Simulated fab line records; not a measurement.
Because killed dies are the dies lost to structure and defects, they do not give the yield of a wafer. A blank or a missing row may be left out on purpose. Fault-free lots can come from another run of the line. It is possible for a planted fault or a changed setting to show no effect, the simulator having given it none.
fab line records | flow n5-finfet | part 2 of 2: steps 16 to 25 of 25
record: lots: 5 | wafers: 15 | last-day: 16
route steps=1938 shown MOL_CONTACT_COAG@607 BEOL_M0_SAQP@632
lots that met no fault: taken from a fault-free run of the same line
start-h: start of the lot's first displayed wafer, in hours after the record's first day | wait-h: hours elapsed since this lot's preceding step | " unchanged from the row above | L1.1+2: one row covering several wafers at once | - no value, or no start was given | * or withheld: withheld | < > ~ a bound
route shown NAME@n: NAME is a module with steps in the file, n the number in the route of the first one | usual: the fault-free wafers' mean and standard deviation | same: alike in all rows | chamber/n: place in a boat | sites: each site's reading | _std_site: how widely they spread, as a standard deviation | _edge_site: inner sites' mean taken away from outer sites' mean | radius-mm: for every site, how far away it sits from the centre of the wafer | mask NAME#n: copy n | behind: the tool/chamber that last shaped the wafer | hold: cause of the lot's hold/its duration in hours/its outcome | device: the n, p or np transistor that did not switch | end of line: at the end of the route, the tests of the same wafers | step lacking rows: just its recipe | killed: not the wafer's yield, but the dies lost to structure and defects at the first sort | map: the dies of a wafer, with x for killed, . for not killed, _ for no die there
set.NAME: the setting the step ran with; set.NAME@STEP: the setting that earlier step ran with | model.NAME: the simulator's own value behind a step, which no gauge read
lots seen at some steps along the route; tables by step, rows by wafer
services: from which hour (start-h, from the record's first day; less than 0 if before it) a tool's chamber was out of use, for how many hours, and why
== steps ==
step: N5_MOL_CONTACT_COAG_CD_MEAS_101
recipe: target-cd-nm: 16
usual: cd-nm: 16.0/0.33
lot.wafer | tool      | chamber | start-h | wait-h | cd-nm
L078.3    | cd-sem-01 | -       | 125.20  | 0.0    | 16.3
L078.4    | "         | -       | "       | "      | 15.6
L078.6    | "         | -       | "       | "      | 16.3
L080.2    | cd-sem-01 | -       | 138.74  | 0.0    | 15.6
L080.3    | "         | -       | "       | "      | 16.0
L080.6    | "         | -       | "       | "      | 15.9
L090.2    | cd-sem-03 | -       | 195.86  | 0.0    | 16.1
L090.5    | "         | -       | "       | "      | 15.9
L090.6    | "         | -       | "       | "      | 16.3
L093.1    | cd-sem-03 | -       | 212.70  | 0.0    | 16.2
L093.3    | "         | -       | "       | "      | 16.5
L093.4    | "         | -       | "       | "      | 16.1
L095.3    | cd-sem-01 | -       | 227.46  | 0.0    | 15.4
L095.4    | "         | -       | "       | "      | 16.4
L095.5    | "         | -       | "       | "      | 16.0
step: N5_MOL_CONTACT_COAG_PRE_CLEAN_121
recipe: gas: H2/He | time-s: * | temp-c: withheld
lot.wafer  | tool     | chamber | start-h | wait-h
L078.3+4+6 | cvd-w-02 | 1,0,0   | 125.26  | 0.1
L080.2+3+6 | cvd-w-02 | 1,1,0   | 138.78  | 0.0
L090.2+5+6 | cvd-w-02 | 1,0,1   | 195.90  | 0.0
L093.1+3+4 | cvd-w-02 | 0,0,1   | 212.74  | 0.0
L095.3+4+5 | cvd-w-02 | 0,1,1   | 227.53  | 0.1
step: N5_MOL_CONTACT_COAG_CVD_140
recipe: material: W | target-thk-a: 665 | mode: selective-fill | temp-c: 300 | time-s: 215
usual: heater-power-w: 474/37
lot.wafer | tool     | chamber | start-h | wait-h | heater-power-w
L078.3    | cvd-w-02 | 1       | 125.40  | 0.1    | 441
L078.4    | "        | 0       | "       | "      | 531
L078.6    | "        | 0       | "       | "      | 527
L080.2    | cvd-w-02 | 1       | 138.87  | 0.1    | 442
L080.3    | "        | 1       | "       | "      | 449
L080.6    | "        | 0       | "       | "      | 510
L090.2    | cvd-w-02 | 1       | 195.99  | 0.1    | 460
L090.5    | "        | 0       | "       | "      | 520
L090.6    | "        | 1       | "       | "      | 464
L093.1    | cvd-w-02 | 0       | 212.83  | 0.1    | 516
L093.3    | "        | 0       | "       | "      | 527
L093.4    | "        | 1       | "       | "      | 444
L095.3    | cvd-w-02 | 0       | 227.67  | 0.1    | 519
L095.4    | "        | 1       | "       | "      | 442
L095.5    | "        | 1       | "       | "      | 451
step: N5_MOL_CONTACT_COAG_PRECLEAN_127
recipe: chemistry: DIW | time-s: 57.5 | temp-c: 23
usual: temp-c: 23.01/0.098
lot.wafer | tool         | chamber | start-h | wait-h | temp-c
L078.3    | wet-bench-01 | 4       | 125.59  | 0.1    | 23.05
L078.4    | "            | 7       | "       | "      | 23.13
L078.6    | "            | 1       | "       | "      | 22.90
L080.2    | wet-bench-05 | 0       | 139.14  | 0.2    | 22.90
L080.3    | "            | 6       | "       | "      | 23.16
L080.6    | "            | 1       | "       | "      | 23.02
L090.2    | wet-bench-05 | 4       | 196.26  | 0.2    | 22.93
L090.5    | "            | 5       | "       | "      | 23.09
L090.6    | "            | 1       | "       | "      | 23.09
L093.1    | wet-bench-05 | 6       | 213.10  | 0.2    | 22.78
L093.3    | "            | 5       | "       | "      | 22.96
L093.4    | "            | 2       | "       | "      | 23.01
L095.3    | wet-bench-05 | 6       | 227.86  | 0.1    | 23.10
L095.4    | "            | 7       | "       | "      | 22.97
L095.5    | "            | 4       | "       | "      | 22.96
step: N5_MOL_CONTACT_COAG_SRD_128
recipe: dry-time-s: 32 | dry: n2-spin | spin-rpm: 1500
usual: spin-rpm: 1500.0/0.74
lot.wafer | tool         | chamber | start-h | wait-h | spin-rpm
L078.3    | wet-bench-01 | 4       | 125.61  | 0.0    | 1500.1
L078.4    | "            | 7       | "       | "      | 1499.5
L078.6    | "            | 1       | "       | "      | 1500.4
L080.2    | wet-bench-05 | 0       | 139.16  | 0.0    | 1500.0
L080.3    | "            | 6       | "       | "      | 1501.0
L080.6    | "            | 1       | "       | "      | 1500.7
L090.2    | wet-bench-05 | 4       | 196.28  | 0.0    | 1500.1
L090.5    | "            | 5       | "       | "      | 1499.4
L090.6    | "            | 1       | "       | "      | 1499.9
L093.1    | wet-bench-05 | 6       | 213.12  | 0.0    | 1500.6
L093.3    | "            | 5       | "       | "      | 1499.9
L093.4    | "            | 2       | "       | "      | 1499.3
L095.3    | wet-bench-05 | 6       | 227.88  | 0.0    | 1500.1
L095.4    | "            | 7       | "       | "      | 1498.2
L095.5    | "            | 4       | "       | "      | 1500.2
step: N5_MOL_CONTACT_COAG_CMP_52
recipe: stop-on: SiO2 | t-overpolish-s: 1.5 | post-cmp-clean: w-dilute-nh4oh | down-force-psi: 4 | platen-rpm: 50.289 | pad-velocity-m-s: 1.0006 | target-thk-nm: 66.5
usual: motor-current-A: 12.2/1.2 | overpolish-run-s: 1.500/0.0093 | time-to-endpoint-s: 13.1/1.9
lot.wafer | tool   | chamber | start-h | wait-h | motor-current-A | overpolish-run-s | time-to-endpoint-s
L078.4    | cmp-02 | 3       | 125.72  | 0.1    | 11.3            | 1.502            | 13.6
L078.3    | "      | 0       | "       | "      | 13.4            | 1.498            | 12.4
L078.6    | "      | 2       | "       | "      | 11.4            | 1.502            | 13.1
L080.2    | cmp-02 | 0       | 139.19  | 0.0    | 13.2            | 1.504            | 10.3
L080.3    | "      | 1       | "       | "      | 12.5            | 1.501            | 12.6
L080.6    | "      | 1       | "       | "      | 12.2            | 1.481            | 15.6
L090.2    | cmp-04 | 2       | 196.35  | 0.1    | 11.0            | 1.492            | 13.5
L090.6    | "      | 1       | "       | "      | 12.2            | 1.513            | 12.1
L090.5    | "      | 2       | "       | "      | 11.1            | 1.510            | 12.4
L093.1    | cmp-01 | 2       | 213.15  | 0.0    | 11.2            | 1.506            | 10.6
L093.4    | "      | 3       | "       | "      | 14.3            | 1.506            | 13.8
L093.3    | "      | 1       | "       | "      | 11.5            | 1.505            | 15.3
L095.4    | cmp-02 | 2       | 227.99  | 0.1    | 11.4            | 1.481            | 12.7
L095.3    | "      | 3       | "       | "      | 11.1            | 1.502            | 14.5
L095.5    | "      | 1       | "       | "      | 12.2            | 1.501            | 14.8
step: N5_MOL_CONTACT_COAG_THK_MEAS_53
recipe: reads: SiO2_of_MOL_CONTACT_COAG_PECVD_31
usual: VIA_MOL_THK: 43.8/0.54
lot.wafer | tool          | chamber | start-h | wait-h | VIA_MOL_THK[nm]
L078.3    | film-metro-02 | -       | 125.94  | -      | 43.9
L078.4    | "             | -       | "       | "      | 44.3
L078.6    | "             | -       | "       | "      | 44.5
L080.2    | film-metro-01 | -       | 139.49  | -      | 44.1
L080.3    | "             | -       | "       | "      | 44.0
L080.6    | "             | -       | "       | "      | 44.7
L090.2    | film-metro-02 | -       | 196.60  | -      | 43.3
L090.5    | "             | -       | "       | "      | 44.0
L090.6    | "             | -       | "       | "      | 44.0
L093.1    | film-metro-01 | -       | 213.45  | -      | 42.8
L093.3    | "             | -       | "       | "      | 43.7
L093.4    | "             | -       | "       | "      | 43.5
L095.3    | film-metro-02 | -       | 228.21  | -      | 42.9
L095.4    | "             | -       | "       | "      | 44.3
L095.5    | "             | -       | "       | "      | 44.2
step: N5_MOL_CONTACT_COAG_ANNEAL_112
recipe: temp-c: 400 | time-s: 1800 | ambient: HPD2 | pressure-atm: 10
usual: pressure-atm: 10.003/0.019 | spike-tc-top-C: 427.7/0.95 | wafer_temp_C_max: 401.7/0.4 | zone-power-top-pct: 23.22/0.21
lot.wafer | tool         | chamber | start-h | wait-h | pressure-atm | spike-tc-top-C | wafer_temp_C_max | zone-power-top-pct
L078.3    | hp-anneal-01 | 0       | 138.46  | 12.5   | 10.024       | 427.5          | 402.2            | 23.39
L078.4    | "            | 0       | "       | "      | 10.017       | 428.7          | 402.1            | 23.56
L078.6    | "            | 0       | "       | "      | 10.010       | 428.0          | 402.2            | 23.24
L080.2    | hp-anneal-01 | 0       | 141.46  | 2.0    | 9.973        | 426.6          | 401.8            | 23.21
L080.3    | "            | 0       | "       | "      | 10.009       | 427.3          | 402.3            | 23.26
L080.6    | "            | 0       | "       | "      | 9.941        | 426.7          | 401.8            | 23.35
L090.2    | hp-anneal-01 | 0       | 196.84  | 0.2    | 10.026       | 425.7          | 402.2            | 23.36
L090.5    | "            | 0       | "       | "      | 9.998        | 426.8          | 402.2            | 23.39
L090.6    | "            | 0       | "       | "      | 10.012       | 428.1          | 402.8            | 23.23
L093.1    | hp-anneal-01 | 0       | 215.81  | 2.4    | 9.998        | 425.9          | 401.1            | 22.82
L093.3    | "            | 0       | "       | "      | 9.980        | 427.3          | 401.5            | 23.79
L093.4    | "            | 0       | "       | "      | 10.006       | 429.1          | 401.7            | 23.09
L095.3    | hp-anneal-01 | 0       | 229.31  | 1.1    | 9.995        | 426.9          | 401.4            | 23.01
L095.4    | "            | 0       | "       | "      | 10.002       | 426.9          | 401.9            | 23.29
L095.5    | "            | 0       | "       | "      | 10.001       | 430.0          | 401.3            | 23.48
step: N5_MOL_CONTACT_COAG_INSPECT_97
recipe: inspect-instrument: darkfield | mode: post-anneal
usual: raw-defect-count: 43/16
lot.wafer | tool              | chamber | start-h | wait-h | raw-defect-count
L078.3    | defect-inspect-02 | -       | 141.82  | 0.4    | 32
L078.4    | "                 | -       | "       | "      | 90
L078.6    | "                 | -       | "       | "      | 36
L080.2    | defect-inspect-02 | -       | 144.50  | 0.0    | 49
L080.3    | "                 | -       | "       | "      | 51
L080.6    | "                 | -       | "       | "      | 35
L090.2    | defect-inspect-02 | -       | 199.90  | 0.1    | 40
L090.5    | "                 | -       | "       | "      | 36
L090.6    | "                 | -       | "       | "      | 40
L093.1    | defect-inspect-02 | -       | 218.84  | 0.0    | 39
L093.3    | "                 | -       | "       | "      | 30
L093.4    | "                 | -       | "       | "      | 41
L095.3    | defect-inspect-02 | -       | 232.39  | 0.1    | 53
L095.4    | "                 | -       | "       | "      | 39
L095.5    | "                 | -       | "       | "      | 25
step: N5_BEOL_M0_SAQP_PECVD_00
recipe: material: SiCN | target-thk-a: 80 | temp-c: withheld | precursor: 3MS/NH3 | pressure-torr: 3 | rf-w: 202 | time-s: 14
usual: showerhead-plenum-p-Torr: 3.669/0.011 | throttle-valve-pct: 9.1/0.36
lot.wafer | tool     | chamber | start-h | wait-h | showerhead-plenum-p-Torr | throttle-valve-pct
L078.3    | pecvd-01 | 0       | 142.12  | 0.1    | 3.649                    | 9.0
L078.4    | "        | 2       | "       | "      | 3.669                    | 9.4
L078.6    | "        | 1       | "       | "      | 3.682                    | 8.9
L080.2    | pecvd-01 | 2       | 144.82  | 0.2    | 3.677                    | 9.1
L080.3    | "        | 1       | "       | "      | 3.678                    | 9.2
L080.6    | "        | 0       | "       | "      | 3.660                    | 8.8
L090.2    | pecvd-01 | 1       | 200.21  | 0.2    | 3.680                    | 9.1
L090.5    | "        | 1       | "       | "      | 3.685                    | 9.1
L090.6    | "        | 2       | "       | "      | 3.683                    | 9.4
L093.1    | pecvd-02 | 0       | 219.18  | 0.2    | 3.672                    | 9.9
L093.3    | "        | 2       | "       | "      | 3.676                    | 8.6
L093.4    | "        | 1       | "       | "      | 3.666                    | 9.2
L095.3    | pecvd-01 | 2       | 232.69  | 0.1    | 3.669                    | 9.5
L095.4    | "        | 0       | "       | "      | 3.651                    | 8.7
L095.5    | "        | 1       | "       | "      | 3.681                    | 8.8
== services ==
tool            | chamber | start-h | hours | kind
cmp-04          | -       | 103.78  | 12.7  | repair
cmp-02          | -       | 116.60  | 4.0   | pm
wet-bench-05    | -       | 121.17  | 1.9   | pm
pecvd-01        | -       | 124.78  | 0.8   | repair
cmp-02          | -       | 136.64  | 2.2   | repair
cmp-04          | -       | 146.70  | 6.9   | pm
ald-sin-02      | 0       | 151.45  | 4.1   | repair
cmp-01          | -       | 153.65  | 4.2   | pm
cmp-01          | -       | 157.95  | 2.1   | repair
pecvd-01        | 1       | 167.18  | 4.5   | repair
rie-diel-05     | 2       | 169.34  | 16.3  | repair
rie-diel-05     | 0       | 170.33  | 5.8   | repair
ald-sin-02      | 1       | 171.39  | 20.0  | repair
ald-sin-01      | 1       | 173.81  | 11.8  | repair
ald-sin-02      | -       | 177.03  | 14.0  | pm
wet-bench-01    | -       | 188.15  | 1.5   | repair
cmp-01          | -       | 189.59  | 0.3   | repair
cmp-01          | -       | 193.67  | 4.0   | pm
plasma-asher-02 | -       | 195.77  | 10.0  | pm
cvd-w-02        | -       | 202.73  | 6.9   | pm
cmp-04          | -       | 206.70  | 4.0   | pm
cmp-02          | -       | 208.01  | 1.8   | repair
pecvd-01        | -       | 219.34  | 6.0   | pm
rie-diel-03     | 0       | 223.19  | 7.0   | repair
